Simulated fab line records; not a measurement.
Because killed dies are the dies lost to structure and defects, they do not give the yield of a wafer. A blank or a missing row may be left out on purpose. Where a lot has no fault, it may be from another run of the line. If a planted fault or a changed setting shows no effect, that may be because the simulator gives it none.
fab line records | flow n5_finfet
[record] lots = 6 | wafers = 18 | last_day = 16
route steps=1938 shown BEOL_M10@1514
lots that met no fault: taken from a fault-free run of the same line
start_h: hours from the record's opening day to when the first of the lot's shown wafers began | wait_h: time in hours since the lot's previous step | " unchanged from the row above | L1.1+2: one row covering several wafers at once | - no value, or no start given | * or withheld: withheld | < > ~ a bound
route shown NAME@n: names a module that has steps shown in the file, with the first one's number in the route | usual: the fault-free wafers' mean and standard deviation | same: alike in all rows | chamber/n: place in a boat | sites: per-site readings | _std_site: standard deviation of those values | _edge_site: outer sites' mean less inner sites' | radius_mm: how far each site lies from the wafer's centre | mask NAME#n: copy n | behind: the most recent tool/chamber to have shaped the wafer | hold: reason for holding the lot/hours on hold/outcome of the hold | device: the n, p or np transistor that did not switch | end of line: at the end of the route, the tests of the same wafers | a step with no rows: only its recipe | killed: not the wafer's yield, but the dies lost to structure and defects at the first sort | map: per-die view of a wafer (x killed, . not killed, _ where there is no die)
set.NAME: the setting that was run; set.NAME@STEP: the one run at that earlier step | model.NAME: the simulator's own value behind a step, which no gauge read
lots at selected steps of the route; one table per step, one row per wafer
services: a tool's chamber out of use, with start hour (start_h, from the record's first day; less than 0 if before it), hours out, and reason
[[steps]]
[step N5_BEOL_M10_STRIP_77]
[recipe] chemistry = N2/H2 | time_s = 10 | power_w = 450 | temp_c = 40 | pressure_mtorr = 20 | rf_frequency_hz = 6e+07 | bias_power_w = 7 | n2_flow_sccm = 200 | h2_flow_sccm = 200
[usual] drypump_motor_current_A = 5.7/0.41 | h2_flow_sccm = 200.1/0.55 | oes_product_au = 0.80/0.083 | rf_vpp_V = 59.2/0.89 | showerhead_plenum_p_Torr = 2.55/0.086 | throttle_valve_pct = 23.6/0.3
lot.wafer | tool        | chamber | start_h | wait_h | drypump_motor_current_A | h2_flow_sccm | oes_product_au | rf_hours_counter_h | rf_vpp_V | showerhead_plenum_p_Torr | throttle_valve_pct
L651.2    | rie_diel-05 | 1       | -       | -      | 5.5                     | 199.8        | 0.73           | 218                | 60.1     | 2.50                     | 23.9
L651.3    | "           | 3       | "       | "      | 5.6                     | 200.0        | 0.71           | 213                | 60.0     | 2.51                     | 23.8
L651.5    | "           | 1       | "       | "      | 5.5                     | 199.7        | 0.72           | -                  | 59.0     | 2.50                     | 23.9
L653.1    | rie_diel-01 | 0       | -       | -      | 5.1                     | 199.5        | 0.81           | 97                 | 58.4     | 2.46                     | 23.2
L653.5    | "           | 1       | "       | "      | 5.6                     | 199.4        | 0.87           | -                  | 58.9     | 2.57                     | 23.4
L653.6    | "           | 0       | "       | "      | 5.1                     | 200.2        | 0.81           | -                  | 58.8     | 2.46                     | 23.2
L655.2    | rie_diel-05 | 1       | -       | -      | 5.5                     | 199.7        | 0.70           | 231                | 59.5     | 2.50                     | 23.9
L655.4    | "           | 3       | "       | "      | 5.6                     | 199.6        | 0.70           | -                  | 58.0     | 2.51                     | 23.8
L655.5    | "           | 0       | "       | "      | 5.5                     | 200.7        | 0.77           | -                  | 58.4     | 2.66                     | 23.2
L662.1    | rie_diel-03 | 3       | -       | -      | 5.7                     | 200.3        | 0.79           | 151                | 59.4     | 2.66                     | 23.9
L662.2    | "           | 2       | "       | "      | 5.9                     | 199.9        | 0.82           | 87                 | 59.1     | 2.45                     | 23.6
L662.5    | "           | 2       | "       | "      | 5.9                     | 200.7        | 0.81           | -                  | 58.1     | 2.45                     | 23.6
L664.3    | rie_diel-05 | 2       | -       | -      | 6.2                     | 199.9        | 0.89           | 25                 | 60.0     | 2.61                     | 23.7
L664.4    | "           | 0       | "       | "      | 5.5                     | 200.3        | 0.75           | -                  | 61.0     | 2.64                     | 23.2
L664.5    | "           | 2       | "       | "      | 6.2                     | 199.6        | 0.89           | -                  | 59.0     | 2.61                     | 23.6
L667.1    | rie_diel-05 | 3       | -       | -      | 5.6                     | 200.2        | 0.67           | 258                | 59.7     | 2.50                     | 23.9
L667.4    | "           | 0       | "       | "      | 5.5                     | 200.2        | 0.76           | -                  | 58.5     | 2.64                     | 23.2
L667.6    | "           | 3       | "       | "      | 5.6                     | 200.9        | 0.68           | -                  | 59.7     | 2.50                     | 23.9
[step N5_BEOL_M10_OCD_MEAS_38]
[usual] trench_depth_nm = 149.8/2.8
lot.wafer | tool   | chamber | start_h | wait_h | trench_depth_nm
L651.2    | ocd-01 | -       | 241.99  | -      | 148.4
L651.3    | "      | -       | "       | "      | 149.7
L651.5    | "      | -       | "       | "      | 150.5
L653.1    | ocd-01 | -       | 249.75  | -      | 152.3
L653.5    | "      | -       | "       | "      | 154.8
L653.6    | "      | -       | "       | "      | 152.5
L655.2    | ocd-01 | -       | 268.89  | -      | 149.3
L655.4    | "      | -       | "       | "      | 149.7
L655.5    | "      | -       | "       | "      | 146.9
L662.1    | ocd-01 | -       | 316.42  | -      | 150.1
L662.2    | "      | -       | "       | "      | 153.4
L662.5    | "      | -       | "       | "      | 152.9
L664.3    | ocd-02 | -       | 334.09  | -      | 150.4
L664.4    | "      | -       | "       | "      | 149.1
L664.5    | "      | -       | "       | "      | 150.7
L667.1    | ocd-01 | -       | 340.28  | -      | 148.0
L667.4    | "      | -       | "       | "      | 147.4
L667.6    | "      | -       | "       | "      | 148.0
[step N5_BEOL_M10_HM_STRIP_39]
[recipe] chemistry = peroxide_tin_strip | material = TiN | target_depth_a = 250 | temp_c = 50 | time_s = 158
[step N5_BEOL_M10_SRD_40]
[recipe] time_s = 30 | temp_c = 23 | rinse_liquid = diw | dry = ipa_marangoni
[step N5_BEOL_M10_PRECLEAN_42]
[recipe] chemistry = residue_remover | time_s = 60 | temp_c = 40
[step N5_BEOL_M10_SRD_43]
[recipe] time_s = 30 | temp_c = 23 | rinse_liquid = diw | dry = ipa_marangoni
[step N5_BEOL_M10_CD_MEAS_35]
[recipe] target_cd_nm = 70 | polarity = opening
[usual] cd_nm = 69.3/0.8
lot.wafer | tool      | chamber | start_h | wait_h | cd_nm
L651.2    | cd_sem-01 | -       | 242.15  | 0.0    | 70.2
L651.3    | "         | -       | "       | "      | 69.9
L651.5    | "         | -       | "       | "      | 68.0
L653.1    | cd_sem-02 | -       | 249.93  | 0.0    | 68.5
L653.5    | "         | -       | "       | "      | 69.0
L653.6    | "         | -       | "       | "      | 69.3
L655.2    | cd_sem-03 | -       | 269.04  | 0.0    | 70.2
L655.4    | "         | -       | "       | "      | 70.0
L655.5    | "         | -       | "       | "      | 69.5
L662.1    | cd_sem-01 | -       | 316.58  | 0.0    | 70.3
L662.2    | "         | -       | "       | "      | 70.6
L662.5    | "         | -       | "       | "      | 70.9
L664.3    | cd_sem-01 | -       | 334.24  | 0.0    | 70.6
L664.4    | "         | -       | "       | "      | 70.0
L664.5    | "         | -       | "       | "      | 70.2
L667.1    | cd_sem-02 | -       | 340.44  | 0.0    | 70.5
L667.4    | "         | -       | "       | "      | 69.0
L667.6    | "         | -       | "       | "      | 68.7
[step N5_BEOL_M10_CURE_72]
[recipe] temp_c = 370 | time_s = 120 | ambient = DMADMS/He | material = SiCOH_lowk
[step N5_BEOL_M10_DEGAS_44]
[recipe] ambient = vacuum | temp_c = 250 | time_s = 60
[usual] heater_power_w = 351/29
lot.wafer | tool           | chamber | start_h | wait_h | heater_power_w
L651.2    | pvd_sputter-01 | -       | 242.67  | 0.4    | 329
L651.3    | "              | -       | "       | "      | 336
L651.5    | "              | -       | "       | "      | 271
L653.1    | pvd_sputter-03 | -       | 250.67  | 0.6    | 342
L653.5    | "              | -       | "       | "      | 387
L653.6    | "              | -       | "       | "      | 328
L655.2    | pvd_sputter-02 | -       | 269.88  | 0.7    | 369
L655.4    | "              | -       | "       | "      | 361
L655.5    | "              | -       | "       | "      | 370
L662.1    | pvd_sputter-01 | -       | 316.96  | 0.3    | 285
L662.2    | "              | -       | "       | "      | 341
L662.5    | "              | -       | "       | "      | 334
L664.3    | pvd_sputter-03 | -       | 334.62  | 0.2    | 378
L664.4    | "              | -       | "       | "      | 312
L664.5    | "              | -       | "       | "      | 302
L667.1    | pvd_sputter-03 | -       | 340.86  | 0.3    | 364
L667.4    | "              | -       | "       | "      | 318
L667.6    | "              | -       | "       | "      | 338
[step N5_BEOL_M10_PRE_CLEAN_45]
[recipe] gas = H2/He | time_s = 30 | temp_c = 250
[usual] heater_power_w = 350/30
lot.wafer | tool           | chamber | start_h | wait_h | heater_power_w
L651.2    | pvd_sputter-01 | -       | 242.71  | 0.0    | 338
L651.3    | "              | -       | "       | "      | 342
L651.5    | "              | -       | "       | "      | 278
L653.1    | pvd_sputter-03 | -       | 250.71  | 0.0    | 335
L653.5    | "              | -       | "       | "      | 381
L653.6    | "              | -       | "       | "      | 328
L655.2    | pvd_sputter-02 | -       | 269.92  | 0.0    | 377
L655.4    | "              | -       | "       | "      | 365
L655.5    | "              | -       | "       | "      | 377
L662.1    | pvd_sputter-01 | -       | 317.00  | 0.0    | 282
L662.2    | "              | -       | "       | "      | 347
L662.5    | "              | -       | "       | "      | 336
L664.3    | pvd_sputter-03 | -       | 334.66  | 0.0    | 382
L664.4    | "              | -       | "       | "      | 306
L664.5    | "              | -       | "       | "      | 313
L667.1    | pvd_sputter-03 | -       | 340.90  | 0.0    | 367
L667.4    | "              | -       | "       | "      | 313
L667.6    | "              | -       | "       | "      | 322
[step N5_BEOL_M10_ALD_74]
[recipe] material = TaN | target_thk_a = 20 | temp_c = 275 | ald_precursor_family = PDMAT | ald_co_reactant = NH3 | pressure_torr = 3 | carrier_flow_sccm = 1500 | pulse_time_s = 2 | purge_time_s = 3 | co_reactant_purge_time_s = 2 | co_reactant_pulse_time_s = 3 | ald_cycles = 40 | precursor_vessel_temp_c = 75 | precursor_vessel_pressure_torr = 26.25 | precursor_vessel_carrier_sccm = 1000
[usual] heater_power_w = 409/23 | precursor_vessel_temp_c = 74.99/0.12
lot.wafer | tool         | chamber | start_h | wait_h | heater_power_w | precursor_vessel_temp_c | since_wet_clean_h
L651.2    | ald_metal-02 | 1       | 242.79  | 0.1    | 415            | 75.02                   | 2983
L651.3    | "            | 2       | "       | "      | 391            | 75.12                   | 2983
L651.5    | "            | 1       | "       | "      | 407            | 75.11                   | -
L653.1    | ald_metal-01 | 1       | 250.79  | 0.1    | 417            | 74.92                   | 6068
L653.5    | "            | 3       | "       | "      | 417            | 75.00                   | -
L653.6    | "            | 2       | "       | "      | 385            | 74.65                   | -
L655.2    | ald_metal-03 | 1       | 270.00  | 0.1    | 385            | 75.09                   | 1471
L655.4    | "            | 1       | "       | "      | 392            | 74.99                   | -
L655.5    | "            | 2       | "       | "      | 419            | 75.05                   | -
L662.1    | ald_metal-01 | 3       | 317.10  | 0.1    | 423            | 74.97                   | 6134
L662.2    | "            | 1       | "       | "      | 409            | 74.98                   | 6134
L662.5    | "            | 0       | "       | "      | 423            | 75.04                   | -
L664.3    | ald_metal-03 | 3       | 334.72  | 0.0    | 458            | 75.01                   | 1536
L664.4    | "            | 0       | "       | "      | 484            | 74.96                   | 1536
L664.5    | "            | 1       | "       | "      | 390            | 75.21                   | -
L667.1    | ald_metal-02 | 3       | 340.98  | 0.1    | 411            | 75.07                   | 3081
L667.4    | "            | 2       | "       | "      | 383            | 75.17                   | 3081
L667.6    | "            | 3       | "       | "      | 416            | 74.91                   | -
[step N5_BEOL_M10_SURFACE_TREAT_76]
[recipe] gas = Ar | time_s = * | ion_energy_ev = * | ion_current_ma_cm2 = 0.5 | pressure_mtorr = * | ar_flow_sccm = 30
[usual] throttle_valve_pct = *
lot.wafer | tool           | chamber | start_h | wait_h | throttle_valve_pct
L651.2    | pvd_sputter-03 | -       | 243.27  | 0.3    | *
L651.3    | "              | -       | "       | "      | *
L651.5    | "              | -       | "       | "      | *
L653.1    | pvd_sputter-02 | -       | 252.81  | 1.9    | *
L653.5    | "              | -       | "       | "      | *
L653.6    | "              | -       | "       | "      | *
L655.2    | pvd_sputter-02 | -       | 270.32  | 0.2    | *
L655.4    | "              | -       | "       | "      | *
L655.5    | "              | -       | "       | "      | *
L662.1    | pvd_sputter-01 | -       | 317.46  | 0.2    | *
L662.2    | "              | -       | "       | "      | *
L662.5    | "              | -       | "       | "      | *
L664.3    | pvd_sputter-03 | -       | 335.17  | 0.3    | *
L664.4    | "              | -       | "       | "      | *
L664.5    | "              | -       | "       | "      | *
L667.1    | pvd_sputter-02 | -       | 341.44  | 0.3    | *
L667.4    | "              | -       | "       | "      | *
L667.6    | "              | -       | "       | "      | *
[step N5_BEOL_M10_CVD_75]
[recipe] material = Co | target_thk_a = 20 | temp_c = withheld | precursor = CCTBA/H2 | pressure_torr = 30 | time_s = 138.9
lot.wafer | tool      | chamber | start_h | wait_h | since_wet_clean_h
L651.2    | cvd_co-02 | 1       | 243.59  | 0.3    | 107
L651.3    | "         | 2       | "       | "      | 544
L651.5    | "         | 0       | "       | "      | -
L653.1    | cvd_co-02 | 1       | 252.87  | 0.0    | 116
L653.5    | "         | 1       | "       | "      | -
L653.6    | "         | 2       | "       | "      | -
L655.2    | cvd_co-02 | 2       | 270.49  | 0.2    | 571
L655.4    | "         | 2       | "       | "      | -
L655.5    | "         | 1       | "       | "      | -
L662.1    | cvd_co-01 | 2       | 317.52  | 0.0    | 400
L662.2    | "         | 1       | "       | "      | 1296
L662.5    | "         | 2       | "       | "      | -
L664.3    | cvd_co-02 | 2       | 335.25  | 0.1    | 636
L664.4    | "         | 2       | "       | "      | -
L664.5    | "         | 0       | "       | "      | -
L664.3    | cvd_co-02 | 2       | 335.53  | 0.2    | -
L664.4    | "         | 2       | "       | "      | -
L664.5    | "         | 0       | "       | "      | -
L667.1    | cvd_co-01 | 0       | 341.58  | 0.1    | 883
L667.4    | "         | 2       | "       | "      | -
L667.6    | "         | 0       | "       | "      | -
L667.1    | cvd_co-01 | 0       | 341.97  | 0.3    | -
L667.4    | "         | 2       | "       | "      | -
L667.6    | "         | 0       | "       | "      | -
[step N5_BEOL_M10_SPUTTER_48]
[recipe] material = Cu | target_thk_a = 120 | temp_c = -20 | bias_v = 60 | power_w = 26000 | chamber_pressure_pa = 0.13 | time_s = 2
[[services]]
tool         | chamber | start_h | hours | kind
ald_metal-03 | -       | 229.01  | 8.7   | pm
rie_diel-05  | 2       | 241.53  | 4.6   | repair
ald_metal-03 | 0       | 245.01  | 30.0  | repair
rie_diel-05  | 2       | 253.64  | -     | clean
rie_diel-05  | 2       | 253.64  | -     | consumable_replace:focus_ring
rie_diel-05  | 2       | 253.64  | 17.4  | scheduled_down
rie_diel-05  | 2       | 253.64  | 17.4  | vent_cycle
ald_metal-02 | 3       | 253.82  | 17.0  | repair
cvd_co-01    | -       | 267.98  | 6.0   | pm
ald_metal-02 | -       | 269.30  | 2.8   | pm
rie_diel-03  | 0       | 277.30  | 4.8   | repair
ald_metal-01 | -       | 281.36  | 8.7   | pm
rie_diel-01  | 0       | 293.25  | 34.3  | repair
rie_diel-05  | 2       | 294.72  | 3.8   | repair
ald_metal-01 | 0       | 295.77  | 5.1   | repair
rie_diel-05  | 0       | 303.23  | 6.3   | repair
cvd_co-01    | 1       | 333.33  | -     | clean
cvd_co-01    | 1       | 333.33  | 22.0  | scheduled_down
cvd_co-01    | 1       | 333.33  | 22.0  | vent_cycle
ald_metal-01 | -       | 337.25  | 14.0  | pm
ald_metal-01 | 0       | 337.25  | 14.0  | vent_cycle
ald_metal-01 | 1       | 337.25  | 14.0  | vent_cycle
ald_metal-01 | 2       | 337.25  | 14.0  | vent_cycle
ald_metal-01 | 3       | 337.25  | 14.0  | vent_cycle
[[key]]
[first_sign] step = N5_BEOL_M10_CVD_75 | reading = visit | direction = added
effect none on later readings
met_at N5_BEOL_M10_CVD_75
struck_wafers L664.3,L664.4,L664.5,L667.1,L667.4,L667.6
[fault] kind = repeated_step_whole | tool = cvd_co-01,cvd_co-02 | chamber = - | onset_h = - | steps = N5_BEOL_M10_CVD_75 | times = 1 | scope = struck_lots_only
